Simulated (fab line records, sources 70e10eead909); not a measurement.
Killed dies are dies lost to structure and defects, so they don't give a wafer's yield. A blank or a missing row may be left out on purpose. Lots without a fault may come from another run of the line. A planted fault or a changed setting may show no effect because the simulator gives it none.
A struck lot beside a sound one | flow nand_harc | 33 steps out of a route of 1302
Sound: wafers L333.2, L333.3, L333.6. Struck: wafer L345.2. (L345.3, L345.6 of the same lot were not struck and are left out.) The cause comes at the end.
At each step with rows: each side's tool, then ch and its chambers, then its first start. Under that, the readings that differ: sound wafers | struck wafers | difference of the means | sigmas: that difference in standard deviations of wafers without a fault.
alike: readings whose means differ by less than 2 such deviations, and words and numbers that are the same on both sides. not compared: withheld readings, readings that some wafer has no value for, bounds like >300 that may hide the same value, and numbers for which the record gives no deviation and whose values overlap.
The two part at a step that has a row with sigmas, a row that says differs or no value, or rows on one side only. Numbers that don't overlap but have no deviation are shown without sigmas and don't part them. A reading that every wafer of one side lacks parts them only if that side has two wafers or more.

first, 8 steps without rows for these wafers: NHARC_P_M2_EBR_05; NHARC_P_M2_EXPOSE_06 (exposes mask P M2, target cd 170 nm); NHARC_P_M2_PEB_07 (peb time 65 s); NHARC_P_M2_DEVELOP_08 (develop time 35 s); NHARC_P_M2_DESCUM_14 (chemistry O2, time 3 s); NHARC_P_M2_ETCH_35 (etches the open film in N2/H2, target depth 40 nm, overetch 12 nm, time 43.94 s); NHARC_P_M2_ETCH_15 (etches the open film in C4F8/Ar, target depth 182.5 nm, time 91.2 s); NHARC_P_M2_STRIP_18 (strips in N2/H2).
NHARC_P_M2_ETCH_28: etches the open film in CF4/N2, target depth 30 nm, time 72.99 s.
  sound on rie_diel-03 ch 0,1,2, day 7 10:20; struck on rie_diel-03 ch 0, day 12 14:42
  alike: drypump_motor_current_A, oes_product_au, rf_vpp_V, showerhead_plenum_p_Torr, throttle_valve_pct
  not compared: rf_hours_counter_h
then, 23 steps without rows for these wafers: NHARC_P_M2_STRIP_19 (strips in post etch residue remover, time 600 s); NHARC_P_M2_DEGAS_29 (time 60 s); NHARC_P_M2_PRE_CLEAN_30 (time 30 s); NHARC_P_M2_PVD_20 (deposits TaN, target thk 5 nm, time 8.06 s); NHARC_P_M2_PVD_21 (deposits Cu, target thk 30 nm, time 20.49 s); NHARC_P_M2_ECD_22 (material Cu, target thk 400 nm); NHARC_P_M2_ANNEAL_31 (time 90 s); NHARC_P_M2_CMP_23 (polishes, t overpolish 20 s, target thk 144.3 nm); NHARC_P_M2_SRD_25; NHARC_P_M2_PRE_CLEAN_32 (time 12 s); NHARC_P_M2_DEP_33 (deposits SiCN, target thk 30 nm); NHARC_P_BONDPAD_DEP_00 (deposits SiCN, target thk 250 nm); NHARC_P_BONDPAD_CMP_32 (polishes SiCN, target thk 200 nm); NHARC_P_BONDPAD_SRD_34; NHARC_P_BONDPAD_DEHYDRATE_01 (time 120 s); NHARC_P_BONDPAD_HMDS_02 (time 30 s); NHARC_P_BONDPAD_COAT_36 (time 65 s); NHARC_P_BONDPAD_COAT_03 (resist thk 600 nm); NHARC_P_BONDPAD_SOFTBAKE_04 (time 70 s); NHARC_P_BONDPAD_EBR_05; NHARC_P_BONDPAD_EXPOSE_06 (exposes mask P BPAD); NHARC_P_BONDPAD_PEB_07 (peb time 80 s); NHARC_P_BONDPAD_DEVELOP_08 (time 50 s).
-- the record jumps here: 18 days lie between the struck wafers' starts before and after (it left off in module P_BONDPAD and takes up again in module END, whose first step shown is number 1302 of the route) --
NHARC_END_SORT_01:
  sound on prober-02 ch 0, day 25 04:52; struck on prober-01 ch 0, day 30 15:49
  reading                  | sound     | struck | difference | sigmas
  defect_limited_yield (%) | 89 89 85  | 80     | -8         | -3
  killed_at_periphery      | 5 8 12    | 59     | +51        | +19
  killed_dies              | 77 77 101 | 135    | +50        | +2
  killed_open              | 0 3 3     | 6      | +4         | +2
  alike: killed_at_array, killed_at_other, killed_short

WHERE THEY PART
Only at NHARC_END_SORT_01, within this record.

WHY: what the simulator had put in
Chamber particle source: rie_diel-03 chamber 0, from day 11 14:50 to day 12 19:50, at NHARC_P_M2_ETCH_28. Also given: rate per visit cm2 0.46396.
